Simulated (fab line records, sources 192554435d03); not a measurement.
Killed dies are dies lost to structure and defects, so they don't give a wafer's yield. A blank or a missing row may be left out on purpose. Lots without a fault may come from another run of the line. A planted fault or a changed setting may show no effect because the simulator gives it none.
fab line records | flow n5_finfet
record lots=6 wafers=17 last_day=17
route steps=1938 shown STI_FIN_REVEAL@184 DUMMY_GATE@212 BEOL_M4@1111 PASSIVATION@1936
lots that met no fault: from a run of the same line without faults
start_h: hours from the record's first day to the start of the lot's first wafer shown | wait_h: hours since the lot's step before | " the same as in the row above | L1.1+2: a row that stands for several wafers | - no value, or no start given | * or withheld: withheld | < > ~ a bound
route shown NAME@n: a module of which the file shows steps, and the number in the route of the first | usual: mean/standard deviation of fault-free wafers | same: alike in all rows | chamber/n: place in a boat | sites: the reading at each site | _std_site: their standard deviation | _edge_site: outer sites' mean less inner sites' | radius_mm: how far each site lies from the wafer's centre | mask NAME#n: copy n | behind: the tool/chamber that last shaped the wafer | hold: why the lot was held/for how many hours/how that ended | device: the transistor (n, p or np) that didn't switch | end of line: the same wafers' tests at the end of the route | a step without rows: its recipe alone | killed: dies lost to structure and defects at the first sort, not the wafer's yield | map: a wafer's dies, x killed, . not, _ none there
set.NAME: the setting as run; set.NAME@STEP: as run at that earlier step | model.NAME: the simulator's own value behind a step, which no gauge read
lots at some steps of the route; a table a step, a row a wafer
services: from which hour (start_h, from the record's first day; less than 0 if before it) a tool's chamber was out of use, for how many hours, and why
## steps
# step N5_STI_FIN_REVEAL_ALD_14
# recipe material=Si3N4 target_thk_a=30 temp_c=400 ald_precursor_family=SiH2I2 ald_co_reactant=N2/H2-plasma pressure_torr=2
# usual heater_power_w=841/120
# columns lot.wafer tool chamber start_h wait_h heater_power_w
L469.2 ald_sin-01 2 28.32 0.0 1089
L469.4 " 3 " " 855
L469.6 " 1 " " 910
L474.4 ald_sin-02 1 58.21 0.0 865
L474.5 " 2 " " 772
L474.6 " 3 " " 719
L477.2 ald_sin-03 2 77.81 0.0 754
L477.4 " 1 " " 669
L477.6 " 0 " " 783
L481.2 ald_sin-02 1 103.77 0.0 830
L481.6 " 2 " " 705
L485.1 ald_sin-02 2 124.71 0.0 686
L485.3 " 0 " " 979
L485.5 " 0 " " 957
L488.4 ald_sin-01 0 144.16 0.0 764
L488.5 " 3 " " 838
L488.6 " 2 " " 1082
# step N5_STI_FIN_REVEAL_FCVD_FILL_01
# recipe material=SiO2_flowable target_thk_a=3120 temp_c=100 pressure_torr=0.8 rf_w=2000 time_s=512.2
# step N5_STI_FIN_REVEAL_DENSIFY_02
# recipe temp_c=650 ambient=steam time_s=1800 idle_temp_c=400 densification_p_h2o_torr=640
# step N5_STI_FIN_REVEAL_CMP_04
# recipe stop_on=Si3N4 t_overpolish_s=4 down_force_psi=2 platen_rpm=54.18 post_cmp_clean=alkaline_brush pad_velocity_m_s=1.078 target_thk_nm=131.83
# usual motor_current_A=8.2/0.67 overpolish_run_s=3.999/0.009 time_to_endpoint_s=103/6.3
# columns lot.wafer tool chamber start_h wait_h motor_current_A overpolish_run_s time_to_endpoint_s
L469.2 cmp-01 2 33.36 0.0 7.1 4.011 93
L469.4 " 0 " " 9.5 4.000 88
L469.6 " 3 " " 7.5 4.000 104
L474.4 cmp-04 1 63.39 0.1 8.2 4.004 111
L474.5 " 3 " " 8.1 3.987 100
L474.6 " 0 " " 8.3 3.995 93
L477.4 cmp-04 0 82.89 0.1 8.4 4.009 94
L477.2 " 1 " " 9.0 3.978 112
L477.6 " 3 " " 7.7 3.998 107
L481.2 cmp-02 1 108.86 0.1 8.5 3.994 108
L481.6 " 0 " " 9.0 4.007 99
L485.1 cmp-04 2 129.75 0.0 7.5 4.006 109
L485.3 " 3 " " 8.0 4.004 105
L485.5 " 2 " " 7.2 3.994 110
L488.4 cmp-04 0 149.20 0.0 8.2 4.007 96
L488.5 " 0 " " 8.0 4.012 96
L488.6 " 1 " " 9.3 4.012 110
# step N5_STI_FIN_REVEAL_THK_MEAS_05
# usual thk_nm=131.9/1.4
# columns lot.wafer tool chamber start_h wait_h thk_nm
L469.2 film_metro-01 - 33.66 - 130.3
L469.4 " - " " 130.6
L469.6 " - " " 131.7
L474.4 film_metro-01 - 63.61 - 133.2
L474.5 " - " " 130.5
L474.6 " - " " 129.7
L477.2 film_metro-02 - 83.15 - 133.5
L477.4 " - " " 131.1
L477.6 " - " " 130.9
L481.2 film_metro-02 - 109.12 - 133.0
L481.6 " - " " 131.8
L485.1 film_metro-01 - 130.05 - 133.9
L485.3 " - " " 132.0
L485.5 " - " " 133.0
L488.4 film_metro-02 - 149.49 - 131.0
L488.5 " - " " 131.5
L488.6 " - " " 133.7
# step N5_STI_FIN_REVEAL_DENSIFY_30
# recipe temp_c=* time_s=* ambient=N2 idle_temp_c=600 ramp_up_c_per_s=150 ramp_down_c_per_s=60 cool_to_c=600
# step N5_STI_FIN_REVEAL_ETCHBACK_08
# recipe chemistry=C4F6/O2 target=SiO2 target_depth_a=305 time_s=10.167 ion_energy_ev=250 pressure_mtorr=30 source_w=345 bias_w=185 Ar_flow_sccm=300 C4F6_flow_sccm=10 O2_flow_sccm=10
# step N5_STI_FIN_REVEAL_STRIP_24
# recipe chemistry=N2/H2 time_s=90 power_w=100 temp_c=40 pressure_mtorr=100 rf_frequency_hz=6e+07 bias_power_w=3 n2_flow_sccm=300 h2_flow_sccm=300
# step N5_STI_FIN_REVEAL_PRECLEAN_25
# recipe chemistry=SPM time_s=90 temp_c=120 mix=4:1
# step N5_STI_FIN_REVEAL_PRECLEAN_26
# recipe chemistry=SC1 time_s=45 temp_c=46 mix=1:2:100
# step N5_STI_FIN_REVEAL_PRECLEAN_29
# recipe chemistry=DHF time_s=30 temp_c=25 dilution=300:1
# step N5_STI_FIN_REVEAL_SRD_12
# recipe time_s=30 temp_c=23 rinse_liquid=diw dry=ipa_marangoni
# step N5_STI_FIN_REVEAL_RECESS_09
# recipe chemistry=HF/NH3 target=SiO2 afs_cycles=11 target_depth_a=425 temp_c=30 sublimation_temp_c=180 sublimation_time_s=60
# usual drypump_motor_current_A=5.70/0.093 foreline_p_Torr=0.1280/0.00033
# columns lot.wafer tool chamber start_h wait_h drypump_motor_current_A foreline_p_Torr
L469.2 vapor_etch-02 0 34.20 0.0 5.58 0.1283
L469.4 " 1 " " 5.71 0.1277
L469.6 " 1 " " 5.71 0.1275
L474.4 vapor_etch-02 0 64.75 0.6 5.56 0.1284
L474.5 " 0 " " 5.58 0.1275
L474.6 " 1 " " 5.71 0.1278
L477.2 vapor_etch-02 0 83.65 0.0 5.58 0.1282
L477.4 " 0 " " 5.58 0.1278
L477.6 " 1 " " 5.70 0.1285
L481.2 vapor_etch-02 1 109.61 0.0 5.73 0.1275
L481.6 " 0 110.67 1.1 5.58 0.1282
L485.1 vapor_etch-01 1 130.54 0.0 5.70 0.1276
L485.3 " 1 " " 5.73 0.1274
L485.5 " 0 " " 5.88 0.1281
L488.4 vapor_etch-01 1 150.56 0.6 5.74 0.1280
L488.5 " 1 " " 5.74 0.1284
L488.6 " 0 " " 5.85 0.1277
# step N5_STI_FIN_REVEAL_STRIP_16
# recipe chemistry=H3PO4 material=SiNx temp_c=165 target_depth_a=238 overetch_fraction=0.4964 dry=ipa_marangoni
# step N5_STI_FIN_REVEAL_PRECLEAN_17
# recipe chemistry=NF3:NH3 afs_cycles=1 temp_c=30 time_s=20 sublimation_temp_c=180 sublimation_time_s=60 pressure_torr=3 rf_power_w=30
# step N5_STI_FIN_REVEAL_ETCH_34
# recipe chemistry=H2 mode=isotropic material=Si target=Si target_depth_a=9.7 temp_c=20 pressure_mtorr=4.5 icp_w=300 bias_w=0 h2_flow_sccm=7.5 he_flow_sccm=142.5
# step N5_STI_FIN_REVEAL_OXIDATION_31
# recipe chemistry=O2_PLASMA_REMOTE temp_c=150 time_s=20 pressure_mtorr=1000 source_power_w=2000 o2_flow_sccm=3000
# step N5_STI_FIN_REVEAL_PRECLEAN_32
# recipe chemistry=NF3:NH3 afs_cycles=1 temp_c=30 time_s=20 sublimation_temp_c=180 sublimation_time_s=60 pressure_torr=3 rf_power_w=30
# step N5_STI_FIN_REVEAL_STRIP_35
# recipe chemistry=H3PO4 material=Si3N4 temp_c=165 target_depth_a=40 time_s=39
# step N5_STI_FIN_REVEAL_SRD_21
# recipe dry=ipa_marangoni time_s=30 temp_c=23 rinse_liquid=diw
# step N5_STI_FIN_REVEAL_OXIDATION_33
# recipe chemistry=O2_PLASMA_REMOTE temp_c=150 time_s=20 pressure_mtorr=1000 source_power_w=2000 o2_flow_sccm=3000
# usual drypump_motor_current_A=5.51/0.26 heater_power_w=142/8.7
# columns lot.wafer tool chamber start_h wait_h drypump_motor_current_A heater_power_w rf_hours_counter_h
L469.2 plasma_asher-01 0 36.71 0.0 5.19 151 28
L469.4 " 0 " " 5.18 153 -
L469.6 " 0 " " 5.17 154 -
L474.4 plasma_asher-01 0 66.74 0.0 5.20 151 -
L474.5 " 1 " " 5.98 153 -
L474.6 " 0 " " 5.21 151 -
L477.2 plasma_asher-01 1 86.19 0.0 5.95 152 38
L477.4 " 0 " " 5.15 145 -
L477.6 " 0 " " 5.17 151 -
L481.2 plasma_asher-02 0 112.34 0.0 5.55 135 99
L481.6 " 0 " " 5.52 139 -
L485.1 plasma_asher-02 0 133.13 0.0 5.56 137 105
L485.3 " 1 " " 5.38 134 -
L485.5 " 0 " " 5.57 134 -
L488.4 plasma_asher-02 0 152.57 0.0 5.56 142 -
L488.5 " 1 " " 5.41 130 -
L488.6 " 0 " " 5.52 140 -
# step N5_STI_FIN_REVEAL_CLEAN_19
# recipe chemistry=O3/DIW temp_c=25 time_s=120 o3_ppm=10
# step N5_STI_FIN_REVEAL_SRD_23
# recipe dry=ipa_marangoni time_s=30 temp_c=23 rinse_liquid=diw
# step N5_STI_FIN_REVEAL_CD_MEAS_22
# recipe target_cd_nm=6.238 pitch_nm=28 polarity=line
# usual cd_nm=6.30/0.28
# columns lot.wafer tool chamber start_h wait_h cd_nm
L469.2 cd_sem-02 - 36.88 0.0 6.90
L469.4 " - " " 6.61
L469.6 " - " " 6.53
L474.4 cd_sem-03 - 66.89 0.0 6.51
L474.5 " - " " 5.96
L474.6 " - " " 6.25
L477.2 cd_sem-03 - 86.36 0.0 6.50
L477.4 " - " " 6.23
L477.6 " - " " 6.56
L481.2 cd_sem-03 - 112.50 0.0 6.26
L481.6 " - " " 6.12
L485.1 cd_sem-03 - 133.29 0.0 6.56
L485.3 " - " " 5.75
L485.5 " - " " 6.47
L488.4 cd_sem-01 - 152.75 0.0 6.51
L488.5 " - " " 6.25
L488.6 " - " " 5.84
# step N5_STI_FIN_REVEAL_FIN_H_MEAS_10
# usual trench_depth_nm=51.7/1.1
# columns lot.wafer tool chamber start_h wait_h trench_depth_nm
L469.2 ocd-01 - 36.91 0.0 54.2
L469.4 " - " " 51.2
L469.6 " - " " 52.1
L474.4 ocd-01 - 66.92 0.0 50.0
L474.5 " - " " 51.8
L474.6 " - " " 52.9
L477.2 ocd-01 - 86.39 0.0 54.7
L477.4 " - " " 49.9
L477.6 " - " " 52.9
L481.2 ocd-01 - 112.53 0.0 54.0
L481.6 " - " " 50.9
L485.1 ocd-01 - 133.32 0.0 51.2
L485.3 " - " " 52.6
L485.5 " - " " 54.5
L488.4 ocd-01 - 152.78 0.0 52.3
L488.5 " - " " 50.9
L488.6 " - " " 52.4
# step N5_STI_FIN_REVEAL_PRECLEAN_18
# recipe chemistry=SC2 time_s=45 temp_c=35 mix=1:1:50
# step N5_STI_FIN_REVEAL_SRD_28
# recipe dry=ipa_marangoni time_s=30 temp_c=23 rinse_liquid=diw
# step N5_STI_FIN_REVEAL_INSPECT_13
# recipe inspect_instrument=darkfield mode=post_clean
# usual raw_defect_count=10/4.5
# columns lot.wafer tool chamber start_h wait_h raw_defect_count
L469.2 defect_inspect-01 - 37.00 0.0 17
L469.4 " - " " 7
L469.6 " - " " 7
L474.4 defect_inspect-01 - 67.01 0.0 11
L474.5 " - " " 15
L474.6 " - " " 9
L477.2 defect_inspect-01 - 86.47 0.0 5
L477.4 " - " " 8
L477.6 " - " " 4
L481.2 defect_inspect-02 - 112.62 0.0 22
L481.6 " - " " 10
L485.1 defect_inspect-02 - 133.41 0.0 8
L485.3 " - " " 3
L485.5 " - " " 9
L488.4 defect_inspect-02 - 152.87 0.0 12
L488.5 " - " " 11
L488.6 " - " " 8
# step N5_DUMMY_GATE_PRECLEAN_00
# recipe chemistry=O3/DIW time_s=60 temp_c=22 o3_ppm=10
# step N5_DUMMY_GATE_SRD_01
# recipe time_s=30 temp_c=23 rinse_liquid=diw dry=ipa_marangoni
# step N5_DUMMY_GATE_ALD_02
# recipe material=SiO2 target_thk_a=20 temp_c=300 ald_precursor_family=BDEAS ald_co_reactant=O2-plasma pulse_time_s=1 pressure_torr=2
# usual heater_power_w=471/62 precursor_pulse_height_rel=1.001/0.02
# columns lot.wafer tool chamber start_h wait_h heater_power_w precursor_pulse_height_rel
L469.2 ald_sin-04 0 37.24 0.2 463 1.000
L469.4 " 1 " " 481 0.984
L469.6 " 0 " " 473 0.996
L474.4 ald_sin-02 2 67.10 0.0 425 1.006
L474.5 " 2 " " 434 0.960
L474.6 " 1 " " 486 0.968
L477.2 ald_sin-04 0 86.57 0.0 469 1.004
L477.4 " 3 " " 377 1.012
L477.6 " 0 " " 464 0.984
L481.2 ald_sin-02 2 113.80 1.1 395 0.966
L481.6 " 3 " " 418 1.029
L485.1 ald_sin-04 2 133.51 0.0 528 1.026
L485.3 " 3 " " 372 1.000
L485.5 " 3 " " 380 0.997
L488.4 ald_sin-02 3 154.07 1.1 412 0.988
L488.5 " 0 " " 537 0.986
L488.6 " 1 " " 470 0.961
# step N5_DUMMY_GATE_CVD_03
# recipe material=a-Si target_thk_a=1500 temp_c=530 precursor=SiH4 time_s=8042
# step N5_DUMMY_GATE_PRECLEAN_46
# recipe chemistry=DIW time_s=89.5 temp_c=23
# step N5_DUMMY_GATE_SRD_47
# recipe dry_time_s=32 dry=n2_spin spin_rpm=1500
# step N5_DUMMY_GATE_CMP_04
# recipe material=a-Si post_cmp_clean=alkaline_brush
# usual motor_current_A=10.4/1.2 time_to_endpoint_s=13.4/2.9
# columns lot.wafer tool chamber start_h wait_h motor_current_A time_to_endpoint_s
L469.4 cmp-01 1 41.09 0.0 10.4 12.0
L469.2 " 2 " " 8.8 9.5
L469.6 " 2 " " 8.5 9.7
L474.4 cmp-03 0 70.97 0.1 10.2 9.9
L474.5 " 3 " " 12.0 14.8
L474.6 " 0 " " 10.1 9.8
L477.4 cmp-01 3 90.49 0.1 9.5 15.7
L477.2 " 0 " " 12.5 12.0
L477.6 " 2 " " 9.0 12.9
L481.2 cmp-02 0 117.67 0.1 11.2 14.7
L481.6 " 0 " " 11.0 15.2
L485.1 cmp-03 2 137.38 0.1 12.0 9.1
L485.3 " 0 " " 10.2 12.8
L485.5 " 2 " " 11.7 9.9
L488.4 cmp-01 3 159.78 0.1 10.0 15.9
L488.5 " 2 " " 8.6 11.7
L488.6 " 3 " " 9.2 18.3
# step N5_DUMMY_GATE_THK_MEAS_05
# usual thk_nm=71.6/1.4
# columns lot.wafer tool chamber start_h wait_h thk_nm
L469.2 film_metro-01 - 41.33 0.2 70.6
L469.4 " - " " 71.7
L469.6 " - " " 70.0
L474.4 film_metro-02 - 71.18 0.2 70.0
L474.5 " - " " 73.5
L474.6 " - " " 70.9
L477.2 film_metro-01 - 90.67 0.1 71.1
L477.4 " - " " 74.0
L477.6 " - " " 72.7
L481.2 film_metro-01 - 117.88 0.2 72.2
L481.6 " - " " 72.8
L485.1 film_metro-01 - 137.59 0.2 69.9
L485.3 " - " " 70.0
L485.5 " - " " 68.9
L488.4 film_metro-02 - 159.99 0.2 73.8
L488.5 " - " " 71.7
L488.6 " - " " 73.5
# step N5_DUMMY_GATE_HM_DEP_06
# recipe material=SiNx target_thk_a=800 precursor=DCS/NH3 temp_c=700 pressure_mtorr=300 time_s=5141
# step N5_DUMMY_GATE_PECVD_30
# recipe material=SiO2 target_thk_a=550 temp_c=400 precursor=TEOS/O2 pressure_torr=6.5 rf_w=withheld teos_flow_sccm=withheld gas=O2 flow_sccm=2650 time_s=10.8
# step N5_DUMMY_GATE_COAT_34
# recipe resist=SOC temp_c=250 time_s=60 spin_rpm=1500 resist_thk_nm=60
# step N5_DUMMY_GATE_COAT_35
# recipe resist=SiARC temp_c=220 time_s=60 spin_rpm=1500 resist_thk_nm=10
# step N5_DUMMY_GATE_COAT_28
# recipe resist=underlayer temp_c=205 time_s=60 spin_rpm=1500 resist_thk_nm=10
# step N5_DUMMY_GATE_COAT_09
# recipe resist=CAR-EUV spin_rpm=1500 resist_thk_nm=30
# step N5_BEOL_M4_RC_MEAS_101
# usual DIBL_N=37.5/2 DIBL_P=37.5/2.5 IOFF_N=0.18/0.042 IOFF_P=0.24/0.046 ION_N=677/15 ION_P=464/9.5 SS_N=72.0/0.76 SS_P=73.6/0.79 VT_N=249/3.5 VT_P=-249/3.2
# columns lot.wafer tool chamber start_h wait_h DIBL_N[mV/V] DIBL_P[mV/V] IOFF_N[nA/um] IOFF_P[nA/um] ION_N[uA/um] ION_P[uA/um] SS_N[mV/dec] SS_P[mV/dec] VT_N[mV] VT_P[mV]
L469.2 prober-01 0 161.50 0.2 38.6 40.2 0.22 0.29 707 482 72.5 73.5 245 -245
L469.4 " 0 " " 41.2 42.7 0.25 0.34 681 467 73.0 74.3 247 -245
L469.6 " 0 " " 40.9 42.3 0.26 0.35 690 467 73.1 74.1 241 -244
L474.4 prober-01 0 195.50 0.5 39.9 41.6 0.27 0.35 674 451 73.4 75.9 244 -248
L474.5 " 0 " " 38.8 38.5 0.25 0.25 688 461 73.1 73.8 245 -249
L474.6 " 0 " " 34.3 35.8 0.15 0.19 687 469 71.6 73.0 251 -252
L477.2 prober-02 0 216.26 0.2 36.6 38.6 0.18 0.24 714 498 70.8 73.1 246 -247
L477.4 " 0 " " 39.1 40.0 0.20 0.27 657 456 72.7 73.7 249 -248
L477.6 " 0 " " 38.7 40.6 0.20 0.28 687 470 72.6 73.9 246 -243
L481.2 prober-01 0 244.63 0.2 40.9 40.5 0.24 0.28 716 494 72.3 73.9 245 -248
L481.6 " 0 " " 37.2 34.7 0.14 0.18 654 451 71.6 73.7 253 -253
L485.1 prober-02 0 253.38 0.0 37.7 36.9 0.17 0.22 665 458 71.9 73.0 252 -251
L485.3 " 0 " " 36.1 35.2 0.13 0.19 656 453 71.2 72.4 256 -253
L485.5 " 0 " " 38.3 38.4 0.19 0.23 703 482 71.4 73.3 246 -247
L488.4 prober-01 0 291.88 1.0 39.3 40.8 0.24 0.32 710 488 72.2 73.4 242 -241
L488.5 " 0 " " 36.9 37.8 0.18 0.26 675 469 72.3 73.0 247 -248
L488.6 " 0 " " 33.6 33.7 0.12 0.19 672 467 70.7 71.9 254 -248
# step N5_PASSIVATION_PROBE_49
# usual defect_limited_yield=91.8/1.5 killed_at_M0_to_M3=33/11 killed_at_M4_up=13/5 killed_at_contacts=11/5.6 killed_at_front_end=36/12 killed_at_other=3.4/2.5 killed_dies=97/18 killed_open=64/13 killed_short=31/6.9 sort_bin_4_leakage=0.01/0.048 sort_bin_5_function=4.8/1 sort_bin_6_memory=3.1/0.64 sort_n_pass=1083/18 sort_yield_pct=91.8/1.5
# same gross_dies=1180 killed_at_back_side=0 sort_bin_8_speed[%]=0
# columns lot.wafer tool chamber start_h wait_h defect_limited_yield[%] killed_at_M0_to_M3 killed_at_M4_up killed_at_contacts killed_at_front_end killed_at_other killed_dies killed_open killed_short sort_bin_4_leakage[%] sort_bin_5_function[%] sort_bin_6_memory[%] sort_n_pass sort_yield_pct[%]
L477.4 prober-01 - 327.59 0.2 90.0 21 8 14 59 16 118 66 35 0 5.0 3.6 1062 90.0
L481.2 prober-01 - 349.08 0.1 89.7 33 15 15 55 3 121 74 44 0 5.5 4.3 1059 89.7
# killed by level:class
L477.4 STI_FIN_REVEAL:geometric_particle:open=17 HKMG_FIN:area_etch=15 MOL_CONTACT_COAG:geometric_particle:open=13 FIN_SAQP:geometric_particle:open=10 PASS1_CAP:geometric_particle:short=8 BEOL_M0_SAQP:geometric_particle:short=7 PASS1_CAP:geometric_particle:open=6 ILD0:geometric_particle:short=4
L481.2 FIN_SAQP:geometric_particle:short=18 FIN_SAQP:geometric_particle:open=12 MOL_CONTACT_COAG:geometric_particle:open=12 BEOL_M4:geometric_particle:open=11 BEOL_M2:geometric_particle:open=10 BEOL_M0_SAQP:geometric_particle:open=9 BEOL_M0_SAQP:geometric_particle:short=8 STARTING-WAFER:geometric_particle:open=6
## services
# columns tool chamber start_h hours kind
ald_sin-04 - 6.86 14.0 pm
ald_sin-02 3 11.73 7.7 repair
ald_sin-03 - 14.06 1.6 repair
ald_sin-02 - 17.24 2.8 pm
ald_sin-03 0 17.93 3.0 repair
ald_sin-01 - 37.71 4.5 repair
ald_sin-04 - 42.14 1.2 repair
ald_sin-01 3 42.70 7.5 repair
ald_sin-04 - 72.06 1.7 repair
cmp-02 - 81.43 4.0 pm
ald_sin-02 - 85.25 14.0 pm
ald_sin-02 0 85.25 14.0 vent_cycle
ald_sin-02 1 85.25 14.0 vent_cycle
ald_sin-02 2 85.25 14.0 vent_cycle
ald_sin-02 3 85.25 14.0 vent_cycle
cmp-03 - 98.21 7.3 pm
plasma_asher-01 - 109.99 14.6 pm
ald_sin-01 - 111.09 0.5 repair
cmp-02 - 118.62 3.4 pm
cmp-04 - 135.90 6.4 pm
cmp-03 - 136.48 0.7 repair
ald_sin-02 - 137.97 14.6 pm
cmp-01 - 144.82 1.6 repair
cmp-04 - 158.77 1.5 repair
## key
first_sign step=N5_BEOL_M4_RC_MEAS_101 reading=ION_P direction=up sigmas=3.4 usual=464 struck=496
effect none on later readings
met_at N5_STI_FIN_REVEAL_RECESS_09
struck_wafers L477.2,L481.2
baseline_loss step=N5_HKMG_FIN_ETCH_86 wafers=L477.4
onset_between 64.75 83.65
fault kind=process_parameter_drift tool=vapor_etch-02 chamber=- onset_h=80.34 steps=N5_STI_FIN_REVEAL_RECESS_09 channel=target_depth_a offset=27.525 shape=step end_h=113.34 scope=struck_wafers_only acts_in=these_recipes_only stated=425
# baseline_loss: these wafers lose ten dies or more at that step, a loss of the line's own and not of a fault; the sort's usual values leave them out
